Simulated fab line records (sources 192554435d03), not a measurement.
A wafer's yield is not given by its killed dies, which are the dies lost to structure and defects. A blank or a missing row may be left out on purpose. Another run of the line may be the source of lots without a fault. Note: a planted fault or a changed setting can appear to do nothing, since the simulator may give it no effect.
A lot that was struck, set against a sound lot + flow n5 finfet + 38 out of 1938 route steps
Sound: the wafers L342.2, L342.4, L342.5. Wafers struck: L361.1, L361.2, L361.6. Last of all comes the cause.
At each step with rows: each side's tool, then ch and its chambers, then its first start. Under that, the readings that differ: sound wafers + struck wafers + difference of the means + sigmas: that difference in standard deviations of wafers without a fault.
alike: words and numbers the same on both sides, and readings whose means are apart by under 2 such deviations; not compared: readings that were withheld, readings missing a value for some wafer, numbers with overlapping values and no deviation given by the record, and bounds like >300 which may hide the same value.
A row with sigmas, a row that says differs or no value, or rows on one side alone: a step with any of these is where the two part. Numbers that have no deviation but don't overlap get no sigmas and don't part them. A reading that every wafer of one side lacks parts them only if that side has two wafers or more.

first, 8 steps without rows for these wafers: N5_MOL_CONTACT_COAG_PRECLEAN_138 (cleans in alkaline clean, time 60 s); N5_MOL_CONTACT_COAG_SRD_139 (time 30 s); N5_MOL_CONTACT_COAG_PRE_CLEAN_121; N5_MOL_CONTACT_COAG_CVD_140 (deposits W, target thk 66.5 nm, time 215 s); N5_MOL_CONTACT_COAG_PRECLEAN_127 (cleans in DIW, time 57.5 s); N5_MOL_CONTACT_COAG_SRD_128 (dry time 32 s); N5_MOL_CONTACT_COAG_CMP_52 (polishes, stops on SiO2, t overpolish 1.5 s, target thk 66.5 nm); N5_MOL_CONTACT_COAG_ANNEAL_112 (time 1800 s).
N5_BEOL_M0_SAQP_PECVD_00: deposits SiCN from 3MS/NH3, target thk 8 nm, time 14 s.
  sound on pecvd-03 ch 1,2, day 5 18:03; struck on pecvd-01 ch 0,1,2, day 10 10:54
  no value came back on the struck wafers for chamber pressure Torr (Torr), rf fwd power W (W), showerhead plenum p Torr (Torr), throttle valve pct (%); on the sound wafers chamber pressure Torr (Torr) reads 2.999 3.003 2.994
then, 25 steps without rows for these wafers: N5_BEOL_M0_SAQP_ILD_DEP_01 (deposits SiOC from DEMS/O2, target thk 45.419 nm, time 8.7 s); N5_BEOL_M0_SAQP_HM_DEP_02 (deposits TiN, target thk 12 nm); N5_BEOL_M0_SAQP_PECVD_03 (deposits SiCN from 3MS/NH3, target thk 12 nm, time 21.1 s); N5_BEOL_M0_SAQP_PECVD_96 (deposits a-Si from SiH4/He, target thk 45 nm, time 45.2 s); N5_BEOL_M0_SAQP_PECVD_97 (deposits SiNx from SiH4/NH3/N2, target thk 23 nm, time 19.9 s); N5_BEOL_M0_SAQP_PECVD_04 (deposits a-Si from SiH4/He, target thk 60 nm, time 60.2 s); N5_BEOL_M0_SAQP_HM_DEP_111 (deposits SiO2 from SiH4/N2O, target thk 12 nm, time 7.2 s); N5_BEOL_M0_SAQP_COAT_81 (time 60 s, resist thk 100 nm); N5_BEOL_M0_SAQP_COAT_82 (time 60 s, resist thk 30 nm); N5_BEOL_M0_SAQP_COAT_08 (resist thk 90 nm); N5_BEOL_M0_SAQP_EBR_10; N5_BEOL_M0_SAQP_SOFTBAKE_09 (time 60 s); N5_BEOL_M0_SAQP_EXPOSE_11 (exposes mask M0 CORE, target cd 42 nm); N5_BEOL_M0_SAQP_PEB_12 (peb time 60 s); N5_BEOL_M0_SAQP_DEVELOP_13 (develop time 30 s); N5_BEOL_M0_SAQP_DESCUM_19 (chemistry O2, time 7.9 s); N5_BEOL_M0_SAQP_ETCH_83 (etches SiARC in CF4, target depth 39 nm, time 65 s); N5_BEOL_M0_SAQP_ETCH_84 (etches SOC in N2/H2, target depth 100 nm, overetch 20 nm, time 150 s); N5_BEOL_M0_SAQP_STRIP_80 (strips in N2/H2); N5_BEOL_M0_SAQP_HM_OPEN_112 (chemistry CHF3/O2, target SiO2, stops on a-Si, target depth 12 nm, time 13.5 s); N5_BEOL_M0_SAQP_STRIP_113 (strips in CHF3/O2); N5_BEOL_M0_SAQP_MANDREL_ETCH_20 (etches a-Si in HBr/Cl2, stops on SiNx, target depth 60 nm, bt time 10 s, time 30 s); N5_BEOL_M0_SAQP_STRIP_86 (strips in N2/H2); N5_BEOL_M0_SAQP_STRIP_115 (strips in post etch residue remover, time 60 s); N5_BEOL_M0_SAQP_SRD_93 (time 30 s).
N5_BEOL_M0_ETCH_109: etches SiCN in CH3F/O2, target depth 8 nm, overetch 2.4 nm, time 27.4 s.
  sound on rie diel-04 ch 0,1,2, day 6 05:38; struck on rie diel-03 ch 0,1, day 10 20:22
| reading                  | sound            | struck         | difference | sigmas |
|--------------------------|------------------|----------------|------------|--------|
| oes product au (a.u.)    | 0.71 0.62 0.79   | 0.30 0.25 0.30 | -0.42      | -6     |
| model.etch.depth nm (nm) | 7.972 8.347 8.17 | 0 0 0          | -8         |        |
  alike: drypump motor current A, mfc ar sccm, rf vpp V, showerhead plenum p Torr, throttle valve pct
  not compared: rf hours counter h
N5_BEOL_M0_RS_MEAS_126: uses a four-point probe to measure.
  sound on film metro-02 at day 6 08:35; struck on film metro-01 at day 10 22:42
| reading        | sound             | struck            | difference | sigmas |
|----------------|-------------------|-------------------|------------|--------|
| M0_RS (ohm/sq) | 0.521 0.542 0.515 | 0.710 0.694 0.712 | +0.179     | +11    |
-- record jumps: 3 days separate the struck wafers' starts on either side; left off in module BEOL_M0, taken up again in module BEOL_M4, whose first shown step is the route's number 1111 --
N5_BEOL_M4_RC_MEAS_101:
  sound on prober-02 ch 0, day 8 14:52; struck on prober-01 ch 0, day 13 14:11
| reading   | sound          | struck         | difference | sigmas |
|-----------|----------------|----------------|------------|--------|
| VT_P (mV) | -248 -249 -252 | -255 -256 -260 | -7         | -2     |
  alike: DIBL_N, DIBL_P, IOFF_N, IOFF_P, ION_N, ION_P, SS_N, SS_P, VT_N
-- a jump in the record: the struck wafers' starts before and after are 5 days apart (it breaks off in module BEOL_M4 and resumes in module PASSIVATION, where the first step shown is number 1936 of the route) --
N5_PASSIVATION_PROBE_49:
  sound on prober-02 at day 13 02:23; struck on prober-01 at day 18 06:44
| reading                  | sound          | struck         | difference | sigmas |
|--------------------------|----------------|----------------|------------|--------|
| defect limited yield (%) | 93.0 91.5 93.6 | 66.8 70.6 69.6 | -23.7      | -16    |
| killed_at_M0_to_M3       | 17 40 13       | 332 285 300    | +282       | +26    |
| killed dies              | 83 100 75      | 392 347 359    | +280       | +16    |
| killed on rim            | 6 14 8         | 26 83 40       | +40        | +10    |
| sort_bin_5_function (%)  | 4.2 4.8 3.5    | 28.9 25.9 27.1 | +23.1      | +23    |
| sort n pass              | 1097 1080 1105 | 788 833 821    | -280       | -16    |
| sort yield pct (%)       | 93.0 91.5 93.6 | 66.8 70.6 69.6 | -23.7      | -16    |
  alike: killed_at_M4_up, killed at contacts, killed at front end, killed at other, killed open, killed short, sort_bin_6_memory

WHERE THEY PART
Earliest at N5_BEOL_M0_SAQP_PECVD_00; latest, in this record, at N5_PASSIVATION_PROBE_49.

WHY: the cause the simulator had injected
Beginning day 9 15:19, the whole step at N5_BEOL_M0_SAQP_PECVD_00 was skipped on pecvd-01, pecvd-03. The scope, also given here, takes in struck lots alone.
